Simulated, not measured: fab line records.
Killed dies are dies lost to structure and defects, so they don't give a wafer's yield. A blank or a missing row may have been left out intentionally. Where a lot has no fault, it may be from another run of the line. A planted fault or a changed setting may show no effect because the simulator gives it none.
Matching of chambers    flow nand_harc    rie_diel-12 running NHARC_A_M1_DESCUM_14: 4 sister chambers
The step chemistry O2, time 3 s. 4 wafers are shown with their chamber, then 12 later ones without.

## WAFERS PAIRED WITH THEIR CHAMBERS
wafer   chamber  drypump_motor_current_A (A)
L087.5  1        5.0
L091.1  3        5.5
L091.2  0        5.3
L091.4  2        6.2

## WAFERS WITH NO CHAMBER GIVEN
wafer   drypump_motor_current_A (A)
L088.3  6.2
L088.4  5.0
L088.5  6.2
L095.1  5.0
L095.4  5.5
L095.6  5.0
L096.2  5.2
L096.5  5.3
L096.6  5.0
L097.2  6.2
L097.3  5.0
L097.5  6.2

## CHAMBER TAKEN BY EACH
wafer   from the rows above  in truth
L088.3  2                    2
L088.4  1                    1
L088.5  2                    2
L095.1  1                    1
L095.4  3                    3
L095.6  1                    1
L096.2  0                    0
L096.5  0                    0
L096.6  1                    1
L097.2  2                    2
L097.3  1                    1
L097.5  2                    2
Correctly placed: 12 of 12. Number that these rows cannot place: 0. Number placed wrongly: 0.
How it was worked out, from the rows above alone: a wafer's distance from a chamber is the root of the sum, over the readings, of the square of ((its reading less the chamber's mean) divided by the reading's scatter). If the next closest chamber is less than 2 further off than the closest, the wafer can't be placed; otherwise it belongs to the closest. Each chamber's mean is taken over the wafers shown for it. The scatter: root of mean squared gap, hidden wafer to nearest shown wafer, with one shown wafer a chamber.
